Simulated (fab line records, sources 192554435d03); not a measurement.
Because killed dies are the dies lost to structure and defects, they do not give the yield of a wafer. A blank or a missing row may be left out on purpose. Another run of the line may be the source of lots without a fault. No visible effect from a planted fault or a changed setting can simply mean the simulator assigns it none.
Split-lot trial || flow n5_finfet || 21 wafers read from 7 lots, route of 1938 steps

== THE SPLIT ==
At N5_FIN_SAQP_PECVD_06 (deposits a-Si from SiH4/He, target thk 60 nm, time 48.1 s), the setting time_s was moved away from the recipe's 48.1 s on 8 of the 21 wafers read, by -7.5% to +14.6%. The other wafers ran this setting at the recipe's value.

== FROM THE SPLIT TO THE READING: what the file shows between them, 5 steps ==
- N5_FIN_SAQP_THK_MEAS_07
- N5_FIN_SAQP_PEB_14: peb time 60 s (also split here: peb_time_s)
- N5_FIN_SAQP_DEVELOP_15: develop time 30 s
- N5_FIN_SAQP_HM_OPEN_73: chemistry CHF3/O2, target SiO2, stops on a-Si, target depth 12 nm, time 16.8 s
- N5_FIN_SAQP_STRIP_74: strips in CHF3/O2

== THE READING ==
etch.depth_nm (the simulator's own value, which no gauge read), in nm, at N5_FIN_SAQP_MANDREL_ETCH_22 (etches a-Si in HBr/Cl2, stops on SiNx, target depth 60 nm, bt time 10 s, time 30 s). No usual value for it is given in the file. The 13 wafers here that ran the recipe average 59.71 nm, standard deviation 0.76 nm.

{"wafer": "L077.2", "tool, chamber at the split": "pecvd-02, 2", "time_s as run, s": 48.1, "against the recipe": "recipe", "etch.depth_nm, nm": 59.66, "against lot-mates on the recipe": "-"}
{"wafer": "L077.3", "tool, chamber at the split": "pecvd-02, 1", "time_s as run, s": 50.31, "against the recipe": "+4.6%", "etch.depth_nm, nm": 61.31, "against lot-mates on the recipe": "+1.75"}
{"wafer": "L077.6", "tool, chamber at the split": "pecvd-02, 1", "time_s as run, s": 48.1, "against the recipe": "recipe", "etch.depth_nm, nm": 59.47, "against lot-mates on the recipe": "-"}
{"wafer": "L081.1", "tool, chamber at the split": "pecvd-04, 0", "time_s as run, s": 48.1, "against the recipe": "recipe", "etch.depth_nm, nm": 59.94, "against lot-mates on the recipe": "-"}
{"wafer": "L081.4", "tool, chamber at the split": "pecvd-04, 0", "time_s as run, s": 48.1, "against the recipe": "recipe", "etch.depth_nm, nm": 60.59, "against lot-mates on the recipe": "-"}
{"wafer": "L081.5", "tool, chamber at the split": "pecvd-04, 2", "time_s as run, s": 48.1, "against the recipe": "recipe", "etch.depth_nm, nm": 59.57, "against lot-mates on the recipe": "-"}
{"wafer": "L082.1", "tool, chamber at the split": "pecvd-02, 2", "time_s as run, s": 48.1, "against the recipe": "recipe", "etch.depth_nm, nm": 58.95, "against lot-mates on the recipe": "-"}
{"wafer": "L082.5", "tool, chamber at the split": "pecvd-02, 2", "time_s as run, s": 48.1, "against the recipe": "recipe", "etch.depth_nm, nm": 59.31, "against lot-mates on the recipe": "-"}
{"wafer": "L082.6", "tool, chamber at the split": "pecvd-02, 0", "time_s as run, s": 51.85, "against the recipe": "+7.8%", "etch.depth_nm, nm": 63.51, "against lot-mates on the recipe": "+4.38"}
{"wafer": "L087.1", "tool, chamber at the split": "pecvd-04, 0", "time_s as run, s": 48.1, "against the recipe": "recipe", "etch.depth_nm, nm": 60.07, "against lot-mates on the recipe": "-"}
{"wafer": "L087.4", "tool, chamber at the split": "pecvd-04, 2", "time_s as run, s": 44.51, "against the recipe": "-7.5%", "etch.depth_nm, nm": 55.18, "against lot-mates on the recipe": -5.45}
{"wafer": "L087.5", "tool, chamber at the split": "pecvd-04, 0", "time_s as run, s": 48.1, "against the recipe": "recipe", "etch.depth_nm, nm": 61.19, "against lot-mates on the recipe": "-"}
{"wafer": "L089.1", "tool, chamber at the split": "pecvd-01, 1", "time_s as run, s": 45.93, "against the recipe": "-4.5%", "etch.depth_nm, nm": 55.8, "against lot-mates on the recipe": -2.71}
{"wafer": "L089.3", "tool, chamber at the split": "pecvd-01, 2", "time_s as run, s": 48.1, "against the recipe": "recipe", "etch.depth_nm, nm": 58.51, "against lot-mates on the recipe": "-"}
{"wafer": "L089.5", "tool, chamber at the split": "pecvd-01, 1", "time_s as run, s": 45.93, "against the recipe": "-4.5%", "etch.depth_nm, nm": 56.21, "against lot-mates on the recipe": -2.30}
{"wafer": "L091.1", "tool, chamber at the split": "pecvd-02, 2", "time_s as run, s": 55.13, "against the recipe": "+14.6%", "etch.depth_nm, nm": 68.14, "against lot-mates on the recipe": "+7.78"}
{"wafer": "L091.2", "tool, chamber at the split": "pecvd-02, 1", "time_s as run, s": 55.13, "against the recipe": "+14.6%", "etch.depth_nm, nm": 67.81, "against lot-mates on the recipe": "+7.45"}
{"wafer": "L091.6", "tool, chamber at the split": "pecvd-02, 2", "time_s as run, s": 48.1, "against the recipe": "recipe", "etch.depth_nm, nm": 60.36, "against lot-mates on the recipe": "-"}
{"wafer": "L096.1", "tool, chamber at the split": "pecvd-04, 2", "time_s as run, s": 48.1, "against the recipe": "recipe", "etch.depth_nm, nm": 58.52, "against lot-mates on the recipe": "-"}
{"wafer": "L096.4", "tool, chamber at the split": "pecvd-04, 2", "time_s as run, s": 48.1, "against the recipe": "recipe", "etch.depth_nm, nm": 60.14, "against lot-mates on the recipe": "-"}
{"wafer": "L096.5", "tool, chamber at the split": "pecvd-04, 1", "time_s as run, s": 45.95, "against the recipe": "-4.5%", "etch.depth_nm, nm": 58.48, "against lot-mates on the recipe": -0.85}

THE FIT
A straight line over all 21 wafers: etch.depth_nm changes by +0.566 nm for each +1% of time_s; r = +0.97; the points scatter about the line by 0.83 nm.
The same after taking each lot's own level away (the mean of its wafers on the recipe; 21 wafers): +0.532 nm for each +1%; r = +0.98; scatter 0.64 nm.
Per that fit: largest time_s move, reading shift of 7.8 nm.
From 58.510 to 60.630 nm: that is the span of the lots' own levels, equal to 2.8 times the standard deviation above.
The two slopes are in agreement: the lot-to-lot level therefore moves the slope only a little.
Check: with one of the wafers moved furthest among these (+14.6%) left out of the fit, the line predicts +7.7 nm for it against its lot-mates. It came out at +7.78 nm against them.

== FURTHER SPLITS ON THESE WAFERS ==
Note: prior to the reading, these wafers also went through further splits. Each is held against what the fit with the lots' levels taken away leaves over:
{"other split on the same wafers": "N5_ZERO_LAYER_PECVD_02 time_s", "wafers away from the commonest value": 7, "r with etch.depth_nm (lot level and that fit taken away)": "+0.06"}
{"other split on the same wafers": "N5_PMOS_HMC_CHANNEL_EPI_ETCH_32 bias_w", "wafers away from the commonest value": 9, "r with etch.depth_nm (lot level and that fit taken away)": -0.16}
{"other split on the same wafers": "N5_FIN_SAQP_PEB_14 peb_time_s", "wafers away from the commonest value": 7, "r with etch.depth_nm (lot level and that fit taken away)": -0.41}

== THE WHOLE CHAIN: every reading that the file lists as answering this split, in the file's order ==
{"step": "N5_FIN_SAQP_PECVD_06", "what it does": "deposits a-Si from SiH4/He, target thk 60 nm, time 48.1 s", "reading": "a-Si_of_FIN_SAQP_PECVD_06.thk_nm (the simulator's own value, which no gauge read)", "change (the file's fit)": "+0.535 nm for each +1% of the setting", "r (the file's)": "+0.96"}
{"step": "N5_FIN_SAQP_THK_MEAS_07", "what it does": "", "reading": "thk_nm", "change (the file's fit)": "withheld for each +1% of the setting", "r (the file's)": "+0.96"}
{"step": "N5_FIN_SAQP_MANDREL_ETCH_22", "what it does": "etches a-Si in HBr/Cl2, stops on SiNx, target depth 60 nm, bt time 10 s, time 30 s", "reading": "etch.depth_nm (the simulator's own value, which no gauge read)", "change (the file's fit)": "+0.535 nm for each +1% of the setting", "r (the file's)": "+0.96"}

== THE FILE'S OWN FIT ==
etch.depth_nm changes by +0.535 nm for each +1% of time_s, r = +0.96.
